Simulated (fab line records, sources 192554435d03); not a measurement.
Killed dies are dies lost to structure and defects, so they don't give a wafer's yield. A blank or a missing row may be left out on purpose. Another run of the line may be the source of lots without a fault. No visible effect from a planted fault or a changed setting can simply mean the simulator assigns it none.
fab line records	flow n5_finfet
record: lots: 4	wafers: 12	last_day: 18
route steps=1938 shown BEOL_M4@1099 BEOL_M5@1112 PASSIVATION@1936
lots that met no fault: from a run of the same line without faults
start_h: start of the lot's first displayed wafer, in hours after the record's first day	wait_h: hours since the lot's step before	" repeats the value in the row above	L1.1+2: a single row standing in for several wafers	- either no value or no given start	* or withheld: withheld	< > ~ a bound
route shown NAME@n: NAME is a module with steps in the file, n the number in the route of the first one	usual: average and standard deviation across the fault-free wafers	same: alike in all rows	chamber/n: place in a boat	sites: per-site readings	_std_site: standard deviation across them	_edge_site: the outer-site mean with the inner-site mean subtracted	radius_mm: for every site, how far away it sits from the centre of the wafer	mask NAME#n: copy n	behind: the most recent tool/chamber to have shaped the wafer	hold: cause of the lot's hold/its duration in hours/its outcome	device: which transistor (n, p or np) failed to switch	end of line: the same wafers' tests at the end of the route	a step with no rows: only its recipe	killed: at the first sort, the dies lost to defects and structure; wafer yield is something else	map: dies across one wafer; x = killed, . = not, _ = none there
set.NAME: the setting the step ran with; set.NAME@STEP: the setting that earlier step ran with	model.NAME: the simulator's own value behind a step, which no gauge read
lots at selected steps of the route; one table per step, one row per wafer
services: when a tool's chamber went out of use (start_h, in hours from the record's first day, below 0 if earlier), for how many hours, and the reason
== steps ==
step: N5_BEOL_M4_ANNEAL_95
recipe: temp_c: 400	time_s: 240	ambient: vacuum
step: N5_BEOL_M4_SPUTTER_96
recipe: material: Cu	target_thk_a: 45	temp_c: -20	chamber_pressure_pa: 0.07	power_w: withheld	time_s: 8.29
step: N5_BEOL_M4_ECD_50
recipe: material: Cu	target_thk_a: 3000
step: N5_BEOL_M4_ANNEAL_51
recipe: temp_c: 225	time_s: 90	ambient: N2
step: N5_BEOL_M4_CMP_52
recipe: stop_on: SiOC	t_overpolish_s: 6.8	down_force_psi: 1	platen_rpm: 50	clearing_platen_down_force_psi: 1.5	clearing_platen_rpm: 50	post_cmp_clean: cu_alkaline	target_thk_nm: 40	clearing_platen_pad_velocity_m_s: 0.99484	pad_velocity_m_s: 0.99484
step: N5_BEOL_M4_PRE_CLEAN_60
recipe: gas: NH3/H2	time_s: 15	temp_c: *	rf_power_w: 300
step: N5_BEOL_M4_CO_CAP_55
recipe: material: Co	target_thk_a: 20	temp_c: 200	precursor: CCTBA/H2	pressure_torr: 30	time_s: 102.1
step: N5_BEOL_M4_PRE_CLEAN_56
recipe: gas: NH3	time_s: 15	temp_c: withheld	rf_power_w: 300
step: N5_BEOL_M4_DEP_57
recipe: material: SiCN	target_thk_a: 80	temp_c: withheld	precursor: 3MS/NH3	pressure_torr: 3	rf_w: 202	time_s: 14
step: N5_BEOL_M4_RC_MEAS_101
usual: DIBL_N: 36.3/2	DIBL_P: 36.3/2.4	IOFF_N: 0.16/0.034	IOFF_P: 0.21/0.035	ION_N: 672/12	ION_P: 459/6.5	SS_N: 71.6/0.67	SS_P: 73.3/0.71	VT_N: 250/3.5	VT_P: -251/3
lot.wafer	tool	chamber	start_h	wait_h	DIBL_N[mV/V]	DIBL_P[mV/V]	IOFF_N[nA/um]	IOFF_P[nA/um]	ION_N[uA/um]	ION_P[uA/um]	SS_N[mV/dec]	SS_P[mV/dec]	VT_N[mV]	VT_P[mV]
L468.1	prober-02	0	191.00	0.0	33.7	36.0	0.12	0.16	664	455	71.1	72.5	254	-255
L468.3	"	0	"	"	37.3	39.9	0.18	0.22	676	456	72.4	73.6	250	-252
L468.5	"	0	"	"	35.6	37.9	0.16	0.20	673	455	71.5	73.7	252	-254
L469.3	prober-02	0	197.49	0.3	34.1	32.5	0.12	0.14	653	445	71.0	73.4	254	-256
L469.5	"	0	"	"	35.1	33.9	0.13	0.16	660	450	70.7	73.1	254	-256
L469.6	"	0	"	"	36.3	35.6	0.15	0.18	668	451	72.3	73.4	251	-254
L478.1	prober-01	0	288.20	0.0	39.1	37.0	0.20	0.22	677	455	71.3	74.1	246	-250
L478.3	"	0	"	"	37.6	37.0	0.17	0.23	691	475	71.6	73.3	250	-248
L478.4	"	0	"	"	36.3	34.6	0.13	0.18	668	454	71.3	72.6	252	-253
L486.1	prober-02	0	313.61	0.0	36.3	35.7	0.15	0.19	676	459	71.8	73.6	250	-250
L486.3	"	0	"	"	37.1	37.6	0.19	0.22	690	469	71.8	74.6	248	-247
L486.5	"	0	"	"	37.9	38.6	0.20	0.23	691	467	72.2	74.5	247	-248
step: N5_BEOL_M5_ILD_DEP_00
recipe: material: SiCOH_lowk	target_thk_a: 1406.4	temp_c: 300	precursor: DEMS/porogen	pressure_torr: 5	rf_w: 500	time_s: 25.9
step: N5_BEOL_M5_CURE_79
recipe: temp_c: 385	time_s: 240	ambient: He/Ar	material: SiCOH_lowk
step: N5_BEOL_M5_PECVD_70
recipe: material: SiO2	target_thk_a: 160	temp_c: 400	precursor: TEOS/O2	pressure_torr: 5.5	rf_w: 450	teos_flow_sccm: 53.8	gas: O2	flow_sccm: 3000	time_s: 18
step: N5_BEOL_M5_HM_DEP_02
recipe: material: TiN	target_thk_a: 200	temp_c: 25	chamber_pressure_pa: 0.49996
step: N5_BEOL_M5_COAT_59
recipe: resist: SOC	temp_c: 250	time_s: 60	spin_rpm: 1500	resist_thk_nm: 60
step: N5_BEOL_M5_COAT_60
recipe: resist: SiARC	temp_c: 220	time_s: 60	spin_rpm: 1500	resist_thk_nm: 12
step: N5_BEOL_M5_COAT_71
recipe: resist: underlayer	temp_c: 205	time_s: 60	spin_rpm: 1500	resist_thk_nm: 5
step: N5_BEOL_M5_COAT_05
recipe: resist: CAR-EUV	spin_rpm: 1500	resist_thk_nm: 30
step: N5_BEOL_M5_EBR_07
recipe: solvent: PGMEA	ebr_width_mm: 1.5
step: N5_BEOL_M5_SOFTBAKE_06
recipe: temp_c: 110	time_s: 60	resist: CAR-EUV
step: N5_BEOL_M5_EXPOSE_08
recipe: mask_id: M5	na: 0.33	source_shape: annular	sigma_inner: 0.4	sigma_outer: 0.8	polarization: unpolarized	target_cd_nm: 28	dose_mj: 35.75
step: N5_BEOL_M5_PEB_09
recipe: peb_temp_c: 100	peb_time_s: 60	resist: CAR-EUV
step: N5_BEOL_M5_DEVELOP_10
recipe: develop_time_s: 30	developer: TMAH	resist: CAR-EUV	rinse_liquid: surfactant_rinse	dry: air_spin	dev_temp_c: 23
step: N5_BEOL_M5_DESCUM_16
recipe: chemistry: O2	time_s: 7	source_power_w: 50	bias_power_w: 20	pressure_mtorr: 20	rf_frequency_hz: 2.712e+07	temp_c: 40	resist: CAR-EUV	o2_flow_sccm: 225
step: N5_BEOL_M5_ETCH_72
recipe: chemistry: N2/H2	target: underlayer	target_depth_a: 65	mask_material: CAR-EUV	time_s: 5.2	ion_energy_ev: 200	pressure_mtorr: 30	source_w: 840	bias_w: 150	n2_flow_sccm: 200	h2_flow_sccm: 200	ends: cleared
step: N5_BEOL_M5_ETCH_61
recipe: chemistry: CF4	target: SiARC	target_depth_a: 156	mask_material: CAR-EUV	time_s: 26	ion_energy_ev: 80	pressure_mtorr: 40	source_w: 545	bias_w: 36	Ar_flow_sccm: 100	cf4_flow_sccm: 100	ends: cleared
step: N5_BEOL_M5_ETCH_62
recipe: chemistry: N2/H2	target: SOC	target_depth_a: 750	overetch_a: 150	mask_material: SiARC	temp_c: 40	time_s: 112.5	ion_energy_ev: 200	pressure_mtorr: 30	source_w: 840	bias_w: 150	n2_flow_sccm: 200	h2_flow_sccm: 200
step: N5_BEOL_M5_STRIP_63
recipe: chemistry: N2/H2	temp_c: 40	n2_flow_sccm: 200	h2_flow_sccm: 200	rf_frequency_hz: 6e+07
step: N5_BEOL_M5_STRIP_73
recipe: chemistry: N2/H2	temp_c: 40	n2_flow_sccm: 200	h2_flow_sccm: 200	rf_frequency_hz: 6e+07
step: N5_BEOL_M5_STRIP_64
recipe: chemistry: CF4	resist: SiARC	power_w: 300	bias_power_w: 75	pressure_mtorr: 50	cf4_flow_sccm: 150	rf_frequency_hz: 6e+07
step: N5_BEOL_M5_HM_OPEN_17
recipe: chemistry: Cl2/BCl3	target_depth_a: 200	overetch_a: 60	target: TiN	mask_material: SOC	ion_energy_ev: 150	pressure_mtorr: 10	icp_w: 1000	bias_w: 126	Cl2_flow_sccm: 53.25	bcl3_flow_sccm: 21.75	Ar_flow_sccm: 25
step: N5_BEOL_M5_STRIP_19
recipe: chemistry: O2	power_w: 400	temp_c: 40	pressure_mtorr: 30	rf_frequency_hz: 6e+07	bias_power_w: 0	overash_fraction: 0.2	o2_flow_sccm: 225
step: N5_BEOL_M5_COAT_65
recipe: resist: SOC	temp_c: 250	time_s: 60	spin_rpm: 1500	resist_thk_nm: 60
step: N5_BEOL_M5_COAT_66
recipe: resist: SiARC	temp_c: 220	time_s: 60	spin_rpm: 1500	resist_thk_nm: 12
step: N5_BEOL_M5_VIA_ETCH_34
recipe: chemistry: C4F6/O2	target: SiCOH_lowk	target_depth_a: 883	mask_material: SOC	taper_deg: 4	time_s: 39.2	ion_energy_ev: 250	pressure_mtorr: 30	source_w: 345	bias_w: 185	Ar_flow_sccm: 300	C4F6_flow_sccm: 10	O2_flow_sccm: 10
usual: C4F6_flow_sccm: 10.000/0.03	O2_flow_sccm: 9.999/0.027	chamber_pressure_mTorr: 30.000/0.027	drypump_motor_current_A: 5.8/0.71	oes_product_au: 0.75/0.06	rf_vpp_V: 668/15	showerhead_plenum_p_Torr: 2.81/0.073	throttle_valve_pct: 20.78/0.17	time_s: 39.2/0
lot.wafer	tool	chamber	start_h	wait_h	C4F6_flow_sccm	O2_flow_sccm	chamber_pressure_mTorr	drypump_motor_current_A	oes_product_au	rf_hours_counter_h	rf_vpp_V	showerhead_plenum_p_Torr	throttle_valve_pct	time_s	model.SiARC_of_BEOL_M5_COAT_66.thk_nm	model.SOC_of_BEOL_M5_COAT_65.thk_nm
L468.1	rie_diel-01	3	196.80	0.0	-	-	-	-	-	-	-	-	-	-	6.6	59.8
L468.3	"	1	"	"	-	-	-	-	-	-	-	-	-	-	6.6	60
L468.5	"	1	"	"	-	-	-	-	-	-	-	-	-	-	6.4	60
L469.3	rie_diel-01	2	207.45	0.1	-	-	-	-	-	-	-	-	-	-	6.4	60
L469.5	"	2	"	"	-	-	-	-	-	-	-	-	-	-	6.6	60
L469.6	"	2	"	"	-	-	-	-	-	-	-	-	-	-	6.4	59.8
L478.1	rie_diel-03	3	293.76	0.0	9.997	10.018	30.008	6.4	0.71	231	645	2.78	20.82	39.2	0	55.8
L478.3	"	0	"	"	10.036	10.022	30.011	6.4	0.77	120	662	2.83	20.59	39.2	0	56
L478.4	"	0	"	"	10.006	10.027	29.986	6.4	0.77	-	662	2.83	20.57	39.2	0	55.8
L486.1	rie_diel-01	3	319.03	0.0	9.962	9.978	30.015	6.4	0.82	75	650	2.78	20.87	39.2	0	56
L486.3	"	1	"	"	9.984	9.997	29.982	4.9	0.67	235	674	2.70	20.96	39.2	0	56
L486.5	"	0	"	"	10.001	10.002	29.949	5.6	0.76	-	664	2.86	21.07	39.2	0	55.8
step: N5_PASSIVATION_PROBE_49
usual: defect_limited_yield: 91.4/1.5	killed_at_M0_to_M3: 33/11	killed_at_M4_up: 14/5.3	killed_at_contacts: 13/6.2	killed_at_front_end: 39/13	killed_at_other: 3.1/2.8	killed_dies: 102/17	killed_on_rim: 13/3.8	killed_open: 68/13	killed_short: 32/7.8	sort_bin_5_function: 5.1/0.95	sort_bin_6_memory: 3.2/0.7	sort_n_pass: 1078/18	sort_yield_pct: 91.3/1.5
same: gross_dies: 1180	killed_at_back_side: 0	sort_bin_4_leakage[%]: 0	sort_bin_8_speed[%]: 0
lot.wafer	tool	chamber	start_h	wait_h	defect_limited_yield[%]	killed_at_M0_to_M3	killed_at_M4_up	killed_at_contacts	killed_at_front_end	killed_at_other	killed_dies	killed_on_rim	killed_open	killed_short	sort_bin_5_function[%]	sort_bin_6_memory[%]	sort_n_pass	sort_yield_pct[%]
L468.1	prober-01	-	300.88	0.0	0	26	1101	6	45	2	1180	152	70	25	97.2	2.7	0	0
L468.3	prober-01	-	300.98	0.1	0	20	1090	6	63	1	1180	152	71	34	95.5	4.1	0	0
L468.5	prober-01	-	301.08	0.2	0	23	1093	9	45	10	1180	152	65	35	97.1	2.6	0	0
L469.3	prober-01	-	310.09	0.1	0	43	1101	6	29	1	1180	152	57	33	97.2	2.5	0	0
L469.5	prober-01	-	310.19	0.2	0	37	1097	17	28	1	1180	152	65	32	96.4	3.3	0	0
L469.6	prober-01	-	310.24	0.3	0	41	1096	10	31	2	1180	152	60	34	95.8	3.8	0	0
killed by level:class
L468.1 BEOL_M5:area_etch=1085 BEOL_M0_SAQP:geometric_particle:open=14 FIN_SAQP:geometric_particle:open=12 STI_FIN_REVEAL:geometric_particle:open=8 BEOL_M0_SAQP:geometric_particle:short=7 BEOL_M4:geometric_particle:open=7 DUMMY_GATE:geometric_particle:open=4 GATE_CUT:geometric_particle:open=4
L468.3 BEOL_M5:area_etch=1074 STI_FIN_REVEAL:geometric_particle:open=20 FIN_SAQP:geometric_particle:short=10 FIN_SAQP:geometric_particle:open=10 BEOL_M4:geometric_particle:open=9 BEOL_M0_SAQP:geometric_particle:short=6 BEOL_M0_SAQP:geometric_particle:open=5 BEOL_M5:geometric_particle:open=5
L468.5 BEOL_M5:area_etch=1080 FIN_SAQP:geometric_particle:open=11 FIN_SAQP:geometric_particle:short=9 BEOL_M4:geometric_particle:open=9 MOL_CONTACT_COAG:geometric_particle:open=7 BEOL_M2:geometric_particle:open=7 DUMMY_GATE:geometric_particle:open=6 BEOL_M1:geometric_particle:open=5
L469.3 BEOL_M5:area_etch=1089 BEOL_M3:geometric_particle:open=12 FIN_SAQP:geometric_particle:short=11 BEOL_M0_SAQP:geometric_particle:open=9 FIN_SAQP:geometric_particle:open=7 BEOL_M0_SAQP:geometric_particle:short=6 BEOL_M4:geometric_particle:open=6 MOL_CONTACT_COAG:geometric_particle:open=5
L469.5 BEOL_M5:area_etch=1083 MOL_CONTACT_COAG:geometric_particle:open=12 BEOL_M0_SAQP:geometric_particle:open=8 FIN_SAQP:geometric_particle:short=6 BEOL_M3:geometric_particle:open=6 MOL_CONTACT_COAG:geometric_particle:short=5 BEOL_M0:geometric_particle:open=5 BEOL_M2:geometric_particle:open=5
L469.6 BEOL_M5:area_etch=1086 BEOL_M0_SAQP:geometric_particle:short=13 MOL_CONTACT_COAG:geometric_particle:open=9 BEOL_M0_SAQP:geometric_particle:open=9 FIN_SAQP:geometric_particle:short=7 BEOL_M3:geometric_particle:open=6 BEOL_M0:geometric_particle:open=6 FIN_SAQP:geometric_particle:open=5
map L468.1 (x killed, . not)
_________________xxxxxxxxxxxx________________
______________xxxxxxxxxxxxxxxxxx_____________
___________xxxxxxxxxxxxxxxxxxxxxxxx__________
__________xxxxxxxxxxxxxxxxxxxxxxxxxx_________
________xxxxxxxxxxxxxxxxxxxxxxxxxxxxxx_______
_______xxxxxxxxxxxxxxxxxxxxxxxxxxxxxxxx______
______xxxxxxxxxxxxxxxxxxxxxxxxxxxxxxxxxx_____
_____xxxxxxxxxxxxxxxxxxxxxxxxxxxxxxxxxxxx____
____xxxxxxxxxxxxxxxxxxxxxxxxxxxxxxxxxxxxxx___
___xxxxxxxxxxxxxxxxxxxxxxxxxxxxxxxxxxxxxxxx__
___xxxxxxxxxxxxxxxxxxxxxxxxxxxxxxxxxxxxxxxx__
__xxxxxxxxxxxxxxxxxxxxxxxxxxxxxxxxxxxxxxxxxx_
__xxxxxxxxxxxxxxxxxxxxxxxxxxxxxxxxxxxxxxxxxx_
_xxxxxxxxxxxxxxxxxxxxxxxxxxxxxxxxxxxxxxxxxxxx
_xxxxxxxxxxxxxxxxxxxxxxxxxxxxxxxxxxxxxxxxxxxx
_xxxxxxxxxxxxxxxxxxxxxxxxxxxxxxxxxxxxxxxxxxxx
_xxxxxxxxxxxxxxxxxxxxxxxxxxxxxxxxxxxxxxxxxxxx
_xxxxxxxxxxxxxxxxxxxxxxxxxxxxxxxxxxxxxxxxxxxx
_xxxxxxxxxxxxxxxxxxxxxxxxxxxxxxxxxxxxxxxxxxxx
_xxxxxxxxxxxxxxxxxxxxxxxxxxxxxxxxxxxxxxxxxxxx
_xxxxxxxxxxxxxxxxxxxxxxxxxxxxxxxxxxxxxxxxxxxx
__xxxxxxxxxxxxxxxxxxxxxxxxxxxxxxxxxxxxxxxxxx_
__xxxxxxxxxxxxxxxxxxxxxxxxxxxxxxxxxxxxxxxxxx_
___xxxxxxxxxxxxxxxxxxxxxxxxxxxxxxxxxxxxxxxx__
___xxxxxxxxxxxxxxxxxxxxxxxxxxxxxxxxxxxxxxxx__
____xxxxxxxxxxxxxxxxxxxxxxxxxxxxxxxxxxxxxx___
_____xxxxxxxxxxxxxxxxxxxxxxxxxxxxxxxxxxxx____
______xxxxxxxxxxxxxxxxxxxxxxxxxxxxxxxxxx_____
_______xxxxxxxxxxxxxxxxxxxxxxxxxxxxxxxx______
________xxxxxxxxxxxxxxxxxxxxxxxxxxxxxx_______
__________xxxxxxxxxxxxxxxxxxxxxxxxxx_________
___________xxxxxxxxxxxxxxxxxxxxxxxx__________
______________xxxxxxxxxxxxxxxxxx_____________
_________________xxxxxxxxxxxx________________
map L469.3 (x killed, . not)
_________________xxxxxxxxxxxx________________
______________xxxxxxxxxxxxxxxxxx_____________
___________xxxxxxxxxxxxxxxxxxxxxxxx__________
__________xxxxxxxxxxxxxxxxxxxxxxxxxx_________
________xxxxxxxxxxxxxxxxxxxxxxxxxxxxxx_______
_______xxxxxxxxxxxxxxxxxxxxxxxxxxxxxxxx______
______xxxxxxxxxxxxxxxxxxxxxxxxxxxxxxxxxx_____
_____xxxxxxxxxxxxxxxxxxxxxxxxxxxxxxxxxxxx____
____xxxxxxxxxxxxxxxxxxxxxxxxxxxxxxxxxxxxxx___
___xxxxxxxxxxxxxxxxxxxxxxxxxxxxxxxxxxxxxxxx__
___xxxxxxxxxxxxxxxxxxxxxxxxxxxxxxxxxxxxxxxx__
__xxxxxxxxxxxxxxxxxxxxxxxxxxxxxxxxxxxxxxxxxx_
__xxxxxxxxxxxxxxxxxxxxxxxxxxxxxxxxxxxxxxxxxx_
_xxxxxxxxxxxxxxxxxxxxxxxxxxxxxxxxxxxxxxxxxxxx
_xxxxxxxxxxxxxxxxxxxxxxxxxxxxxxxxxxxxxxxxxxxx
_xxxxxxxxxxxxxxxxxxxxxxxxxxxxxxxxxxxxxxxxxxxx
_xxxxxxxxxxxxxxxxxxxxxxxxxxxxxxxxxxxxxxxxxxxx
_xxxxxxxxxxxxxxxxxxxxxxxxxxxxxxxxxxxxxxxxxxxx
_xxxxxxxxxxxxxxxxxxxxxxxxxxxxxxxxxxxxxxxxxxxx
_xxxxxxxxxxxxxxxxxxxxxxxxxxxxxxxxxxxxxxxxxxxx
_xxxxxxxxxxxxxxxxxxxxxxxxxxxxxxxxxxxxxxxxxxxx
__xxxxxxxxxxxxxxxxxxxxxxxxxxxxxxxxxxxxxxxxxx_
__xxxxxxxxxxxxxxxxxxxxxxxxxxxxxxxxxxxxxxxxxx_
___xxxxxxxxxxxxxxxxxxxxxxxxxxxxxxxxxxxxxxxx__
___xxxxxxxxxxxxxxxxxxxxxxxxxxxxxxxxxxxxxxxx__
____xxxxxxxxxxxxxxxxxxxxxxxxxxxxxxxxxxxxxx___
_____xxxxxxxxxxxxxxxxxxxxxxxxxxxxxxxxxxxx____
______xxxxxxxxxxxxxxxxxxxxxxxxxxxxxxxxxx_____
_______xxxxxxxxxxxxxxxxxxxxxxxxxxxxxxxx______
________xxxxxxxxxxxxxxxxxxxxxxxxxxxxxx_______
__________xxxxxxxxxxxxxxxxxxxxxxxxxx_________
___________xxxxxxxxxxxxxxxxxxxxxxxx__________
______________xxxxxxxxxxxxxxxxxx_____________
_________________xxxxxxxxxxxx________________
== services ==
tool	chamber	start_h	hours	kind
rie_diel-01	0	192.03	15.2	repair
rie_diel-01	3	199.51	13.7	repair
rie_diel-01	1	203.97	4.9	repair
rie_diel-01	3	233.71	4.6	repair
rie_diel-03	-	247.81	0.9	repair
rie_diel-03	1	292.57	11.4	repair
== key ==
first_sign: step: N5_BEOL_M5_VIA_ETCH_34	reading: tool_record	direction: missing
effect: step: N5_PASSIVATION_PROBE_49	reading: killed_at_M4_up	direction: up	sigmas: 99+	usual: 14	struck: 1096
model_effect: step: N5_BEOL_M5_VIA_ETCH_34	value: SiARC_of_BEOL_M5_COAT_66.thk_nm	without: 0	struck: 6.5
more_kills_born_at: N5_BEOL_M5_VIA_ETCH_34@rie_diel-01: 6497
met_at N5_BEOL_M5_VIA_ETCH_34
struck_wafers L468.1,L468.3,L468.5,L469.3,L469.5,L469.6
later_rows_left_out L468.1,L468.3,L468.5,L469.3,L469.5,L469.6
fault: kind: skipped_step_whole	tool: rie_diel-01	chamber: -	onset_h: 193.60	steps: N5_BEOL_M5_VIA_ETCH_34	scope: struck_lots_only
later_rows_left_out: the simulator's readings of these wafers behind a module that went badly wrong aren't trusted and aren't shown, but for the sort
